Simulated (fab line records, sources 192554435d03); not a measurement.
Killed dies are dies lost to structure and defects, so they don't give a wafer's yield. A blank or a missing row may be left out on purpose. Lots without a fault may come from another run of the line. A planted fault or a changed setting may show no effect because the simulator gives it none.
fab line records | flow n5_finfet
record lots=24 wafers=72 last_day=17
route steps=1938 shown DUMMY_GATE@233 SPACER0@258 SD_EPI_N@274
lots that met no fault: from a run of the same line without faults
start_h: hours from the record's first day to the start of the lot's first wafer shown | wait_h: hours since the lot's step before | " the same as in the row above | L1.1+2: a row that stands for several wafers | - no value, or no start given | * or withheld: withheld | < > ~ a bound
route shown NAME@n: a module of which the file shows steps, and the number in the route of the first | usual: mean/standard deviation of fault-free wafers | same: alike in all rows | chamber/n: place in a boat | sites: the reading at each site | _std_site: their standard deviation | _edge_site: outer sites' mean less inner sites' | radius_mm: how far each site lies from the wafer's centre | mask NAME#n: copy n | behind: the tool/chamber that last shaped the wafer | hold: why the lot was held/for how many hours/how that ended | device: the transistor (n, p or np) that didn't switch | end of line: the same wafers' tests at the end of the route | a step without rows: its recipe alone | killed: dies lost to structure and defects at the first sort, not the wafer's yield | map: a wafer's dies, x killed, . not, _ none there
set.NAME: the setting as run; set.NAME@STEP: as run at that earlier step | model.NAME: the simulator's own value behind a step, which no gauge read
steps of the route over a sample of lots; a table a step, a row a wafer
services: from which hour (start_h, from the record's first day; less than 0 if before it) a tool's chamber was out of use, for how many hours, and why
## steps
# step N5_DUMMY_GATE_INSPECT_17
# recipe mode=adi inspect_instrument=brightfield
# usual raw_defect_count=191/51
# columns lot.wafer tool chamber start_h wait_h raw_defect_count
L074.3 defect_inspect-01 - 47.05 0.0 273
L074.4 " - " " 256
L074.5 " - " " 207
L075.2 defect_inspect-02 - 54.79 0.0 162
L075.3 " - " " 130
L075.5 " - " " 166
L076.3 defect_inspect-01 - 60.43 0.0 134
L076.5 " - " " 90
L076.6 " - " " 128
L077.1 defect_inspect-02 - 64.90 0.1 194
L077.4 " - " " 168
L077.5 " - " " 128
L078.2 defect_inspect-01 - 70.66 0.0 171
L078.5 " - " " 158
L078.6 " - " " 247
L079.1 defect_inspect-01 - 78.46 0.1 141
L079.2 " - " " 265
L079.3 " - " " 201
L080.2 defect_inspect-01 - 82.00 0.0 322
L080.5 " - " " 155
L080.6 " - " " 168
L081.2 defect_inspect-02 - 88.34 0.0 190
L081.4 " - " " 131
L081.5 " - " " 117
L082.2 defect_inspect-02 - 93.15 0.0 201
L082.3 " - " " 191
L082.5 " - " " 252
L083.1 defect_inspect-02 - 99.85 0.1 143
L083.3 " - " " 175
L083.4 " - " " 149
L084.2 defect_inspect-01 - 108.04 0.0 171
L084.3 " - " " 188
L084.4 " - " " 188
L085.3 defect_inspect-02 - 116.69 0.0 204
L085.5 " - " " 277
L085.6 " - " " 315
L086.4 defect_inspect-02 - 125.08 0.0 148
L086.5 " - " " 181
L086.6 " - " " 181
L087.2 defect_inspect-02 - 126.43 0.0 218
L087.3 " - " " 159
L087.5 " - " " 144
L088.2 defect_inspect-01 - 133.03 0.0 147
L088.4 " - " " 219
L088.6 " - " " 229
L089.1 defect_inspect-02 - 135.34 0.1 197
L089.2 " - " " 147
L089.3 " - " " 183
L090.1 defect_inspect-02 - 141.24 0.1 228
L090.2 " - " " 224
L090.3 " - " " 210
L091.1 defect_inspect-01 - 147.44 0.1 148
L091.5 " - " " 157
L091.6 " - " " 180
L092.3 defect_inspect-01 - 157.52 0.0 154
L092.4 " - " " 90
L092.5 " - " " 120
L093.1 defect_inspect-02 - 160.53 0.1 270
L093.2 " - " " 194
L093.5 " - " " 261
L094.1 defect_inspect-01 - 167.07 0.1 214
L094.2 " - " " 148
L094.4 " - " " 197
L095.1 defect_inspect-01 - 174.43 0.1 170
L095.3 " - " " 302
L095.4 " - " " 200
L096.2 defect_inspect-02 - 179.11 0.0 184
L096.3 " - " " 167
L096.6 " - " " 272
L097.3 defect_inspect-01 - 186.17 0.0 211
L097.5 " - " " 211
L097.6 " - " " 137
# step N5_DUMMY_GATE_STRIP_41
# recipe chemistry=O2 power_w=400 temp_c=40 pressure_mtorr=30 rf_frequency_hz=6e+07 bias_power_w=0 overash_fraction=0.3 o2_flow_sccm=225
# usual chamber_pressure_mTorr=29.999/0.024 drypump_motor_current_A=5.9/0.64 oes_product_au=0.76/0.072 rf_vpp_V=3.7/0.53 showerhead_plenum_p_Torr=2.08/0.062 temp_c=39.99/0.1 throttle_valve_pct=16.76/0.2
# columns lot.wafer tool chamber start_h wait_h chamber_pressure_mTorr drypump_motor_current_A oes_product_au rf_hours_counter_h rf_vpp_V showerhead_plenum_p_Torr temp_c throttle_valve_pct
L074.3 rie_diel-04 0 47.67 0.0 30.016 6.4 0.72 140 3.7 2.12 39.88 16.52
L074.4 " 3 " " 30.016 5.6 0.77 - 4.0 2.19 39.85 16.98
L074.5 " 2 " " 29.984 5.1 0.93 - 4.3 2.03 40.14 16.37
L075.2 rie_diel-06 2 55.48 0.0 30.025 4.9 0.74 171 3.7 2.09 39.93 16.86
L075.3 " 1 " " 30.023 5.9 0.69 221 4.2 2.08 39.90 16.99
L075.5 " 2 " " 30.024 4.9 0.73 - 3.7 2.09 40.08 16.85
L076.3 rie_diel-06 3 60.99 0.0 29.995 6.8 0.70 193 4.0 1.98 39.92 16.75
L076.5 " 2 " " 29.965 4.9 0.73 - 3.1 2.09 39.90 16.86
L076.6 " 3 " " 30.046 6.8 0.71 - 3.3 1.98 39.82 16.74
L077.1 rie_diel-04 0 65.41 0.0 29.977 6.4 0.72 145 3.7 2.12 39.88 16.52
L077.4 " 0 " " 29.982 6.3 0.73 - 4.6 2.12 40.02 16.52
L077.5 " 2 " " 30.015 5.1 0.91 - 3.2 2.03 40.03 16.37
L078.2 rie_diel-03 2 71.17 0.0 29.967 6.2 0.72 232 3.5 2.14 39.96 16.46
L078.5 " 0 " " 30.006 6.4 0.80 - 3.4 2.02 40.04 16.55
L078.6 " 3 " " 29.986 6.5 0.74 - 5.4 2.09 39.90 16.86
L079.1 rie_diel-04 2 78.96 0.0 30.022 5.1 0.90 18 2.9 2.03 39.86 16.39
L079.2 " 0 " " 29.957 6.3 0.72 150 3.9 2.12 39.90 16.54
L079.3 " 1 " " 29.956 6.4 0.96 5 3.6 2.05 40.07 16.79
L080.2 rie_diel-03 3 82.50 0.0 29.995 6.5 0.72 201 3.8 2.09 40.00 16.87
L080.5 " 0 " " 29.978 6.4 0.79 - 3.6 2.02 40.01 16.57
L080.6 " 2 " " 30.035 6.2 0.70 - 3.6 2.14 40.02 16.46
L081.2 rie_diel-03 3 88.84 0.0 29.985 6.4 0.72 204 3.3 2.09 40.02 16.87
L081.4 " 3 " " 29.961 6.5 0.72 - 3.4 2.09 39.96 16.87
L081.5 " 2 " " 30.011 6.2 0.71 - 3.5 2.14 40.02 16.46
L082.2 rie_diel-04 3 93.66 0.0 29.966 5.6 0.76 139 3.9 2.19 40.04 17.02
L082.3 " 2 " " 30.017 5.2 0.88 23 3.4 2.02 39.92 16.40
L082.5 " 0 " " 30.012 6.4 0.71 - 3.3 2.12 39.92 16.53
L083.1 rie_diel-06 2 100.35 0.0 30.007 4.9 0.72 184 3.2 2.08 39.99 16.88
L083.3 " 1 " " 29.979 5.9 0.68 234 3.0 2.07 40.10 17.01
L083.4 " 3 " " 30.010 6.8 0.69 204 4.4 1.98 40.12 16.76
L084.2 rie_diel-06 0 108.55 0.0 29.979 6.1 0.80 86 3.1 2.12 40.06 16.73
L084.3 " 3 " " 29.984 6.8 0.69 206 3.8 1.98 39.64 16.76
L084.4 " 2 " " 29.996 4.9 0.72 186 4.4 2.08 39.89 16.91
L085.3 rie_diel-04 1 117.32 0.0 29.973 6.5 0.92 14 4.4 2.04 40.07 16.82
L085.5 " 0 " " 30.005 6.3 0.70 - 3.0 2.11 39.99 16.55
L085.6 " 3 " " 30.030 5.6 0.76 - 4.1 2.18 39.90 17.04
L086.4 rie_diel-04 2 125.58 0.0 30.022 5.1 0.87 33 3.4 2.02 39.97 16.41
L086.5 " 0 " " 29.978 6.4 0.70 - 3.1 2.11 39.93 16.55
L086.6 " 1 " " 29.993 6.5 0.90 - 4.0 2.04 40.16 16.79
L087.2 rie_diel-06 0 127.31 0.0 29.998 6.1 0.80 92 3.2 2.12 40.08 16.72
L087.3 " 3 " " 29.987 6.8 0.70 212 4.5 1.98 39.86 16.78
L087.5 " 1 " " 30.016 5.9 0.67 - 3.6 2.07 40.00 17.03
L088.2 rie_diel-04 1 133.85 0.0 29.932 6.5 0.91 20 3.6 2.04 40.10 16.83
L088.4 " 2 " " 29.993 5.1 0.87 35 3.8 2.02 40.01 16.44
L088.6 " 3 " " 30.001 5.6 0.76 - 3.4 2.18 39.96 17.04
L089.1 rie_diel-04 1 135.92 0.0 30.013 6.5 0.91 20 4.0 2.04 39.97 16.83
L089.2 " 0 " " 30.001 6.4 0.71 169 3.8 2.11 39.76 16.58
L089.3 " 3 " " 29.996 5.6 0.75 152 3.8 2.18 39.84 17.06
L090.1 rie_diel-06 1 141.90 0.0 29.995 5.9 0.68 246 3.8 2.07 39.98 17.04
L090.2 " 0 " " 30.044 6.1 0.80 97 4.3 2.12 40.20 16.72
L090.3 " 2 " " 30.042 4.9 0.72 194 4.6 2.08 39.83 16.91
L091.1 rie_diel-06 1 147.94 0.0 29.979 5.9 0.68 247 3.6 2.07 39.91 17.04
L091.5 " 2 " " 30.026 4.9 0.72 - 3.6 2.08 39.91 16.89
L091.6 " 3 " " 30.003 6.8 0.70 - 4.7 1.97 39.99 16.79
L092.3 rie_diel-06 0 158.02 0.0 30.015 6.1 0.78 102 4.5 2.11 39.97 16.75
L092.4 " 3 " " 30.053 6.8 0.69 - 3.8 1.97 39.81 16.79
L092.5 " 2 " " 29.945 4.9 0.71 - 3.4 2.08 40.08 16.91
L093.1 rie_diel-06 3 161.03 0.0 29.991 6.8 0.69 220 4.3 1.97 39.98 16.80
L093.2 " 0 " " 30.000 6.1 0.80 103 3.9 2.11 39.95 16.75
L093.5 " 0 " " 30.026 6.1 0.79 - 3.5 2.11 40.05 16.75
L094.1 rie_diel-06 0 167.58 0.0 29.994 6.1 0.78 106 2.8 2.11 39.94 16.76
L094.2 " 3 " " 29.972 6.8 0.68 222 2.9 1.97 40.16 16.78
L094.4 " 2 " " 30.007 4.9 0.71 - 4.4 2.08 39.93 16.94
L095.1 rie_diel-06 3 175.09 0.0 29.990 6.8 0.68 225 3.3 1.97 39.87 16.82
L095.3 " 2 " " 30.019 4.9 0.71 205 4.8 2.07 39.72 16.93
L095.4 " 3 " " 30.015 6.8 0.69 - 3.8 1.97 40.09 16.82
L096.2 rie_diel-06 0 179.61 0.0 30.010 6.1 0.79 110 3.5 2.11 40.00 16.77
L096.3 " 2 " " 30.009 4.9 0.71 208 3.4 2.07 39.85 16.91
L096.6 " 0 " " 29.994 6.1 0.79 - 4.1 2.11 39.91 16.77
L097.3 rie_diel-04 0 186.74 0.0 29.995 6.3 0.70 184 3.4 2.11 39.97 16.60
L097.5 " 0 " " 30.040 6.4 0.70 - 3.7 2.11 39.92 16.60
L097.6 " 3 " " 29.972 5.6 0.74 - 4.3 2.18 40.12 17.08
# step N5_SPACER0_ALD_07
# recipe material=SiNx target_thk_a=20 temp_c=400 ald_precursor_family=SiH2I2 ald_co_reactant=N2/H2-plasma pressure_torr=2
# usual heater_power_outer_w=496/60 heater_power_w=804/68 susceptor_temp_C=400.03/0.2
# columns lot.wafer tool chamber start_h wait_h heater_power_outer_w heater_power_w susceptor_temp_C
L074.3 ald_sin-01 2 48.83 0.5 420 706 399.63
L074.4 " 0 " " 448 755 399.91
L074.5 " 0 " " 442 769 399.85
L075.2 ald_sin-02 2 56.47 0.3 406 732 400.22
L075.3 " 3 " " 479 786 399.81
L075.5 " 0 " " 513 805 400.16
L076.3 ald_sin-02 2 61.90 0.0 403 756 400.35
L076.5 " 0 " " 532 809 399.96
L076.6 " 1 " " 457 708 400.03
L077.1 ald_sin-01 2 66.13 0.0 427 713 400.22
L077.4 " 2 " " 417 707 400.49
L077.5 " 3 " " 457 789 400.04
L078.2 ald_sin-01 3 71.89 0.0 463 795 400.66
L078.5 " 2 " " 432 704 399.91
L078.6 " 1 " " 547 864 400.10
L079.1 ald_sin-01 0 79.82 0.0 446 762 400.11
L079.2 " 3 " " 462 791 400.24
L079.3 " 2 " " 426 713 400.10
L080.2 ald_sin-01 1 83.59 0.4 536 851 399.98
L080.5 " 3 " " 463 808 400.30
L080.6 " 0 " " 437 758 399.93
L081.2 ald_sin-02 3 89.56 0.0 498 804 399.96
L081.4 " 1 " " 455 691 399.87
L081.5 " 3 " " 481 818 399.59
L082.2 ald_sin-02 3 94.38 0.0 479 821 400.15
L082.3 " 0 " " 534 795 399.95
L082.5 " 1 " " 468 695 399.78
L083.1 ald_sin-01 3 101.85 0.7 452 773 400.03
L083.3 " 1 " " 554 871 399.98
L083.4 " 2 " " 415 725 400.15
L084.2 ald_sin-04 1 109.28 0.0 518 854 399.95
L084.3 " 3 " " 572 915 400.25
L084.4 " 0 " " 640 886 399.97
L085.3 ald_sin-01 3 118.20 0.0 465 788 400.21
L085.5 " 3 " " 455 795 399.81
L085.6 " 0 " " 457 759 399.90
L086.4 ald_sin-01 1 126.45 0.0 550 851 400.11
L086.5 " 3 " " 465 783 399.94
L086.6 " 2 " " 429 714 399.98
L087.2 ald_sin-04 0 128.87 0.9 638 887 400.09
L087.3 " 2 " " 529 877 400.14
L087.5 " 0 " " 643 878 399.59
L088.2 ald_sin-02 0 134.57 0.0 539 798 399.99
L088.4 " 2 " " 416 735 399.98
L088.6 " 1 " " 458 708 400.05
L089.1 ald_sin-04 3 136.74 0.0 550 901 400.00
L089.2 " 1 " " 536 868 400.04
L089.3 " 2 " " 520 884 400.08
L090.1 ald_sin-02 3 142.64 0.0 474 794 399.87
L090.2 " 0 " " 536 786 399.95
L090.3 " 1 " " 477 713 399.74
L091.1 ald_sin-04 2 148.74 0.0 532 890 399.90
L091.5 " 3 " " 555 931 400.07
L091.6 " 2 " " 524 856 399.79
L092.3 ald_sin-01 3 158.74 0.0 461 788 400.18
L092.4 " 2 " " 426 717 400.09
L092.5 " 2 " " 429 725 400.00
L093.1 ald_sin-04 1 161.75 0.0 526 818 400.02
L093.2 " 0 " " 641 909 399.94
L093.5 " 2 " " 531 886 399.65
L094.1 ald_sin-04 2 168.54 0.3 525 889 400.03
L094.2 " 0 " " 647 895 400.11
L094.4 " 3 " " 578 936 399.86
L095.1 ald_sin-01 3 175.81 0.0 465 784 400.07
L095.3 " 2 " " 431 714 399.83
L095.4 " 0 " " 460 781 399.94
L096.2 ald_sin-01 1 181.35 1.1 534 857 399.76
L096.3 " 3 " " 475 790 400.11
L096.6 " 0 " " 454 787 400.23
L097.3 ald_sin-01 0 187.95 0.3 452 768 399.63
L097.5 " 2 " " 429 719 400.00
L097.6 " 1 " " 551 841 400.14
# step N5_SPACER0_ALD_08
# recipe material=SiNx target_thk_a=20 temp_c=400 ald_precursor_family=SiH2I2 ald_co_reactant=N2/H2-plasma pressure_torr=2
# usual heater_power_outer_w=497/61 heater_power_w=807/71 susceptor_temp_C=400.02/0.23
# columns lot.wafer tool chamber start_h wait_h heater_power_outer_w heater_power_w susceptor_temp_C
L074.3 ald_sin-01 2 49.24 0.1 421 717 399.90
L074.4 " 0 " " 444 758 399.93
L074.5 " 0 " " 449 761 399.98
L075.2 ald_sin-02 2 56.88 0.1 412 737 399.63
L075.3 " 3 " " 469 793 400.38
L075.5 " 0 " " 522 766 400.33
L076.3 ald_sin-02 2 62.31 0.1 407 753 399.99
L076.5 " 0 " " 525 798 400.39
L076.6 " 1 " " 457 704 400.12
L077.1 ald_sin-01 2 66.54 0.1 417 690 399.85
L077.4 " 2 " " 420 715 399.57
L077.5 " 3 " " 453 788 400.05
L078.2 ald_sin-01 3 72.30 0.1 466 800 399.80
L078.5 " 2 " " 435 728 400.21
L078.6 " 1 " " 536 847 400.22
L079.1 ald_sin-01 0 80.23 0.1 455 775 400.29
L079.2 " 3 " " 457 809 400.00
L079.3 " 2 " " 427 713 400.44
L080.2 ald_sin-01 1 84.00 0.1 526 847 400.22
L080.5 " 3 " " 451 814 400.10
L080.6 " 0 " " 443 771 400.14
L081.2 ald_sin-02 3 89.97 0.1 482 791 399.91
L081.4 " 1 " " 467 688 399.80
L081.5 " 3 " " 478 796 399.80
L082.2 ald_sin-02 3 94.79 0.1 483 821 399.89
L082.3 " 0 " " 523 785 400.16
L082.5 " 1 " " 468 719 399.66
L083.1 ald_sin-01 3 102.26 0.1 445 797 399.90
L083.3 " 1 " " 534 837 399.80
L083.4 " 2 " " 417 697 399.89
L084.2 ald_sin-04 1 109.69 0.1 523 851 400.12
L084.3 " 3 " " 580 957 399.86
L084.4 " 0 " " 630 891 399.89
L085.3 ald_sin-01 3 118.61 0.1 455 813 400.39
L085.5 " 3 " " 459 798 400.29
L085.6 " 0 " " 447 773 399.32
L086.4 ald_sin-01 1 126.86 0.1 545 869 400.18
L086.5 " 3 " " 455 803 399.97
L086.6 " 2 " " 433 721 400.16
L087.2 ald_sin-04 0 129.28 0.1 653 888 399.79
L087.3 " 2 " " 537 873 399.98
L087.5 " 0 " " 646 882 399.85
L088.2 ald_sin-02 0 134.98 0.1 532 778 399.79
L088.4 " 2 " " 419 745 399.60
L088.6 " 1 " " 462 699 400.10
L089.1 ald_sin-04 3 137.15 0.1 546 938 399.91
L089.2 " 1 " " 526 873 399.96
L089.3 " 2 " " 556 889 399.75
L090.1 ald_sin-02 3 143.05 0.1 486 810 400.08
L090.2 " 0 " " 540 823 399.90
L090.3 " 1 " " 465 725 399.98
L091.1 ald_sin-04 2 149.15 0.1 537 903 400.20
L091.5 " 3 " " 567 939 399.71
L091.6 " 2 " " 536 874 399.79
L092.3 ald_sin-01 3 159.15 0.1 469 784 400.44
L092.4 " 2 " " 422 718 399.99
L092.5 " 2 " " 428 694 400.01
L093.1 ald_sin-04 1 162.16 0.1 528 837 400.27
L093.2 " 0 " " 630 889 399.88
L093.5 " 2 " " 538 876 400.45
L094.1 ald_sin-04 2 168.95 0.1 529 891 399.85
L094.2 " 0 " " 623 877 400.09
L094.4 " 3 " " 572 924 400.27
L095.1 ald_sin-01 3 176.22 0.1 465 803 400.32
L095.3 " 2 " " 423 715 399.94
L095.4 " 0 " " 455 738 399.77
L096.2 ald_sin-01 1 181.76 0.1 526 871 400.19
L096.3 " 3 " " 465 806 399.84
L096.6 " 0 " " 448 764 399.91
L097.3 ald_sin-01 0 188.36 0.1 454 755 399.73
L097.5 " 2 " " 429 736 400.28
L097.6 " 1 " " 555 850 400.37
# step N5_SD_EPI_N_ETCH_34
# recipe chemistry=CF4 target=SiARC target_depth_a=455 mask_material=CAR-ArF-block time_s=75.8 ion_energy_ev=80 pressure_mtorr=40 source_w=545 bias_w=36 Ar_flow_sccm=100 cf4_flow_sccm=100 ends=cleared
# usual chamber_pressure_mTorr=40.00/0.034 drypump_motor_current_A=5.8/0.3 etch_rf_on_time_s=75.5/1.7 oes_product_au=0.66/0.061 rf_vpp_V=184.1/1.4 showerhead_plenum_p_Torr=2.14/0.085 throttle_valve_pct=15.63/0.21
# columns lot.wafer tool chamber start_h wait_h chamber_pressure_mTorr drypump_motor_current_A etch_rf_on_time_s oes_product_au rf_hours_counter_h rf_vpp_V showerhead_plenum_p_Torr throttle_valve_pct
L074.3 rie_diel-01 0 50.15 0.0 40.01 6.1 78.7 0.58 232 182.4 2.12 16.12
L074.4 " 2 " " 40.04 6.0 72.4 0.63 192 180.6 2.05 15.69
L074.5 " 2 " " 40.02 6.0 72.3 0.63 - 183.2 2.05 15.70
L075.2 rie_diel-02 3 57.44 0.0 40.07 5.3 74.5 0.67 144 185.3 2.15 15.85
L075.3 " 2 " " 40.02 5.4 75.6 0.74 35 182.8 2.11 15.47
L075.5 " 3 " " 40.01 5.4 74.9 0.67 - 184.7 2.15 15.82
L076.3 rie_diel-05 0 62.99 0.0 40.01 6.3 75.6 0.62 192 183.6 2.21 15.73
L076.5 " 1 " " 39.97 5.8 74.8 0.65 - 184.7 2.22 15.50
L076.6 " 0 " " 39.98 6.3 76.3 0.61 - 185.4 2.21 15.70
L077.1 rie_diel-01 2 67.22 0.0 39.99 6.0 73.2 0.62 198 181.2 2.05 15.67
L077.4 " 0 " " 39.97 6.1 78.4 0.57 238 183.2 2.12 16.12
L077.5 " 0 " " 40.01 6.1 79.0 0.57 - 183.6 2.12 16.12
L078.2 rie_diel-05 3 72.85 0.0 40.01 5.8 76.2 0.76 36 185.6 2.27 15.31
L078.5 " 2 " " 40.03 5.6 75.3 0.68 - 184.8 2.05 15.56
L078.6 " 3 " " 39.99 5.8 77.4 0.74 - 186.4 2.27 15.31
L079.1 rie_diel-01 1 80.91 0.0 39.93 5.8 75.9 0.63 154 185.2 2.24 15.64
L079.2 " 0 " " 40.03 6.1 78.0 0.58 244 184.0 2.12 16.14
L079.3 " 2 " " 40.07 6.0 72.3 0.63 203 181.6 2.05 15.69
L080.2 rie_diel-05 2 84.97 0.0 39.99 5.6 74.6 0.68 111 183.0 2.05 15.57
L080.5 " 0 " " 40.03 6.3 76.6 0.60 - 186.2 2.21 15.75
L080.6 " 3 " " 40.04 5.8 75.9 0.74 - 185.4 2.27 15.31
L081.2 rie_diel-01 0 90.89 0.0 39.99 6.1 78.7 0.57 247 183.6 2.12 16.15
L081.4 " 3 " " 39.98 5.2 72.4 0.77 41 186.1 2.17 15.27
L081.5 " 0 " " 40.01 6.1 79.2 0.56 - 182.6 2.12 16.14
L082.2 rie_diel-05 0 95.48 0.0 40.07 6.3 76.8 0.60 204 184.7 2.21 15.72
L082.3 " 1 " " 40.06 5.8 76.5 0.64 148 184.2 2.22 15.51
L082.5 " 3 " " 39.98 5.8 76.0 0.74 - 185.7 2.27 15.32
L083.1 rie_diel-05 2 102.92 0.0 40.00 5.6 75.9 0.67 116 182.3 2.04 15.60
L083.3 " 0 " " 40.04 6.3 78.0 0.60 207 185.0 2.21 15.75
L083.4 " 3 " " 39.94 5.8 75.8 0.74 47 185.6 2.27 15.33
L084.2 rie_diel-05 0 110.38 0.0 39.99 6.3 77.3 0.60 209 185.1 2.21 15.76
L084.3 " 2 " " 39.95 5.6 75.3 0.68 118 183.4 2.04 15.61
L084.4 " 1 " " 40.03 5.8 76.5 0.63 153 184.6 2.22 15.53
L085.3 rie_diel-02 1 119.29 0.0 39.98 5.7 73.8 0.58 236 182.6 2.03 15.97
L085.5 " 0 " " 40.00 5.8 75.5 0.63 - 181.8 2.03 15.61
L085.6 " 3 " " 39.98 5.4 73.4 0.66 - 182.1 2.15 15.89
L086.4 rie_diel-05 3 129.72 0.0 39.99 5.8 75.8 0.73 58 185.9 2.26 15.34
L086.5 " 3 " " 40.06 5.8 75.0 0.72 - 186.4 2.26 15.35
L086.6 " 2 " " 39.98 5.6 74.8 0.66 - 183.6 2.04 15.62
L087.2 rie_diel-02 3 129.96 0.0 39.99 5.4 74.9 0.65 170 185.4 2.14 15.89
L087.3 " 2 " " 39.98 5.4 77.6 0.70 60 183.2 2.10 15.53
L087.5 " 0 " " 39.99 5.8 77.0 0.62 - 184.4 2.03 15.63
L088.2 rie_diel-05 1 135.68 0.0 39.97 5.8 75.3 0.63 161 186.1 2.21 15.54
L088.4 " 0 " " 39.98 6.3 77.6 0.59 219 184.2 2.20 15.78
L088.6 " 1 " " 40.03 5.8 75.7 0.63 - 185.3 2.21 15.56
L089.1 rie_diel-02 2 137.71 0.0 40.01 5.4 76.7 0.70 64 182.2 2.10 15.52
L089.2 " 1 " " 40.01 5.7 75.3 0.57 242 181.7 2.03 15.98
L089.3 " 3 " " 39.99 5.4 74.4 0.65 173 184.3 2.14 15.89
L090.1 rie_diel-01 0 143.60 0.0 40.01 6.1 76.5 0.81 7 183.1 2.11 15.66
L090.2 " 1 " " 39.96 5.7 76.1 0.62 173 184.8 2.23 15.73
L090.3 " 3 " " 40.01 5.2 72.5 0.75 59 183.5 2.16 15.34
L091.1 rie_diel-02 3 149.83 0.0 40.04 5.4 73.8 0.65 178 184.9 2.14 15.90
L091.5 " 1 " " 40.10 5.6 74.4 0.58 - 182.3 2.03 15.98
L091.6 " 2 " " 40.00 5.4 75.8 0.69 - 184.3 2.10 15.53
L092.3 rie_diel-01 2 159.83 0.0 39.95 6.0 71.8 0.61 231 182.6 2.04 15.76
L092.4 " 1 " " 40.03 5.8 76.1 0.62 180 185.4 2.23 15.72
L092.5 " 0 " " 40.00 6.1 75.7 0.80 - 183.4 2.11 15.66
L093.1 rie_diel-05 2 162.96 0.0 40.02 5.6 75.2 0.66 136 183.4 2.04 15.63
L093.2 " 3 " " 39.99 5.8 76.4 0.71 69 186.0 2.26 15.36
L093.5 " 2 " " 39.99 5.6 74.7 0.67 - 182.6 2.04 15.65
L094.1 rie_diel-05 0 169.98 0.0 40.04 6.3 78.2 0.58 229 184.1 2.20 15.80
L094.2 " 2 " " 40.00 5.6 75.2 0.66 139 183.5 2.04 15.64
L094.4 " 1 " " 40.00 5.8 75.8 0.62 174 184.7 2.21 15.57
L095.1 rie_diel-02 0 176.90 0.0 40.05 5.8 75.7 0.61 191 182.5 2.02 15.67
L095.3 " 1 " " 40.00 5.7 76.4 0.84 1 187.6 2.28 15.45
L095.4 " 2 " " 40.03 5.4 76.1 0.68 79 183.0 2.09 15.55
L096.2 rie_diel-05 2 182.31 0.0 40.06 5.6 74.8 0.66 143 182.0 2.04 15.64
L096.3 " 3 " " 40.02 5.8 76.9 0.71 75 185.1 2.26 15.38
L096.6 " 2 " " 39.99 5.6 75.2 0.66 - 181.4 2.04 15.65
L097.3 rie_diel-01 1 189.12 0.0 39.96 5.8 76.5 0.61 189 184.7 2.22 15.75
L097.5 " 2 " " 39.98 6.0 72.2 0.60 - 182.6 2.03 15.77
L097.6 " 3 " " 40.02 5.1 73.2 0.72 - 183.7 2.16 15.36
# step N5_SD_EPI_N_INSPECT_26
# recipe inspect_instrument=darkfield mode=post_epi
# usual raw_defect_count=201/39
# columns lot.wafer tool chamber start_h wait_h raw_defect_count
L074.3 defect_inspect-01 - 54.08 0.1 223
L074.4 " - " " 225
L074.5 " - " " 211
L075.2 defect_inspect-01 - 62.09 0.1 176
L075.3 " - " " 187
L075.5 " - " " 171
L076.3 defect_inspect-02 - 67.73 0.1 141
L076.5 " - " " 134
L076.6 " - " " 168
L077.1 defect_inspect-02 - 71.88 0.1 174
L077.4 " - " " 169
L077.5 " - " " 179
L078.2 defect_inspect-02 - 78.55 0.1 181
L078.5 " - " " 193
L078.6 " - " " 268
L079.1 defect_inspect-02 - 85.57 0.1 164
L079.2 " - " " 232
L079.3 " - " " 256
L080.2 defect_inspect-01 - 90.14 0.1 227
L080.5 " - " " 189
L080.6 " - " " 162
L081.2 defect_inspect-01 - 94.80 0.1 209
L081.4 " - " " 168
L081.5 " - " " 161
L082.2 defect_inspect-02 - 100.43 0.1 162
L082.3 " - " " 220
L082.5 " - " " 212
L083.1 defect_inspect-02 - 106.91 0.1 150
L083.3 " - " " 171
L083.4 " - " " 130
L084.2 defect_inspect-01 - 115.04 0.1 188
L084.3 " - " " 214
L084.4 " - " " 202
L085.3 defect_inspect-01 - 123.26 0.1 196
L085.5 " - " " 253
L085.6 " - " " 266
L086.4 defect_inspect-02 - 133.78 0.1 158
L086.5 " - " " 189
L086.6 " - " " 148
L087.2 defect_inspect-02 - 134.79 0.1 210
L087.3 " - " " 200
L087.5 " - " " 191
L088.2 defect_inspect-02 - 139.83 0.2 156
L088.4 " - " " 171
L088.6 " - " " 205
L089.1 defect_inspect-02 - 141.69 0.1 258
L089.2 " - " " 223
L089.3 " - " " 214
L090.1 defect_inspect-01 - 147.87 0.1 183
L090.2 " - " " 233
L090.3 " - " " 192
L091.1 defect_inspect-02 - 153.75 0.1 214
L091.5 " - " " 200
L091.6 " - " " 224
L092.3 defect_inspect-02 - 164.79 0.1 176
L092.4 " - " " 131
L092.5 " - " " 181
L093.1 defect_inspect-01 - 166.87 0.1 282
L093.2 " - " " 219
L093.5 " - " " 241
L094.1 defect_inspect-02 - 173.89 0.1 189
L094.2 " - " " 188
L094.4 " - " " 217
L095.1 defect_inspect-02 - 181.38 0.1 191
L095.3 " - " " 229
L095.4 " - " " 188
L096.2 defect_inspect-01 - 186.95 0.1 237
L096.3 " - " " 223
L096.6 " - " " 291
L097.3 defect_inspect-01 - 193.78 0.1 215
L097.5 " - " " 278
L097.6 " - " " 225
## services
# columns tool chamber start_h hours kind
ald_sin-01 - 25.76 2.8 pm
rie_diel-01 2 34.21 11.1 repair
rie_diel-06 - 46.82 2.8 pm
rie_diel-03 1 48.16 120.0 repair
ald_sin-01 0 60.88 7.9 repair
rie_diel-02 2 62.04 4.8 repair
rie_diel-04 1 64.87 10.2 repair
rie_diel-05 1 72.76 12.6 repair
rie_diel-04 - 80.54 0.8 repair
ald_sin-04 2 85.27 1.7 repair
ald_sin-01 0 94.74 3.5 repair
rie_diel-01 1 98.23 4.4 repair
ald_sin-02 - 107.56 0.9 repair
rie_diel-03 3 108.49 18.4 repair
rie_diel-06 2 117.44 3.9 repair
rie_diel-06 3 129.47 5.2 repair
rie_diel-06 1 155.83 - clean
rie_diel-06 1 155.83 - consumable_replace:focus_ring
rie_diel-06 1 155.83 41.8 scheduled_down
rie_diel-06 1 155.83 41.8 vent_cycle
rie_diel-05 0 160.29 3.8 repair
rie_diel-03 2 162.91 8.3 repair
ald_sin-04 - 177.15 14.0 pm
rie_diel-03 - 183.68 1.5 repair
## key
fault none
